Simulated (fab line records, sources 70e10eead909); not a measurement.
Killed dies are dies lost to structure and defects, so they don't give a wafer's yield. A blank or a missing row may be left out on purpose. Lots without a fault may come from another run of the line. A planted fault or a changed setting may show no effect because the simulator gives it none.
Chamber matching | flow nand_harc | NHARC_A_CHANNEL_FILL_D1_ALD_14 on ald_hk-02: 4 sister chambers
The step deposits SiO2, target thk 2.5 nm, pulse time 10 s, ald cycles 25. 4 wafers are shown with their chamber, then 10 later ones without.

WAFERS WITH THEIR CHAMBER
wafer  | chamber | heater_power_outer_w (W)
L085.4 | 1       | 265
L087.5 | 3       | 242
L092.3 | 0       | 236
L092.4 | 2       | 265

WAFERS WITHOUT THEIR CHAMBER
wafer  | heater_power_outer_w (W)
L092.5 | 268
L093.3 | 234
L093.4 | 232
L093.5 | 269
L095.2 | 235
L095.5 | 230
L095.6 | 230
L097.3 | 278
L097.4 | 261
L097.6 | 233

WHICH CHAMBER EACH WENT THROUGH
wafer  | from the rows above     | in truth
L092.5 | can't be placed: 1 or 2 | 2
L093.3 | can't be placed: 0 or 3 | 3
L093.4 | can't be placed: 0 or 3 | 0
L093.5 | can't be placed: 1 or 2 | 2
L095.2 | can't be placed: 0 or 3 | 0
L095.5 | can't be placed: 0 or 3 | 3
L095.6 | can't be placed: 0 or 3 | 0
L097.3 | can't be placed: 1 or 2 | 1
L097.4 | can't be placed: 1 or 2 | 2
L097.6 | can't be placed: 0 or 3 | 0
Placed correctly: 0 of 10. Can't be placed from these rows: 10 (the true chamber is among the candidates in 10). Placed wrongly: 0.
How it was worked out, from the rows above alone: a wafer's distance from a chamber is the root of the sum, over the readings, of the square of ((its reading less the chamber's mean) divided by the reading's scatter). The wafer belongs to the nearest chamber; if the next one is less than 2 further off, it can't be placed. A chamber's mean is the mean of its shown wafers. The scatter: with one shown wafer a chamber, the root of the mean of the squares of how far each hidden wafer lies from its nearest shown one.
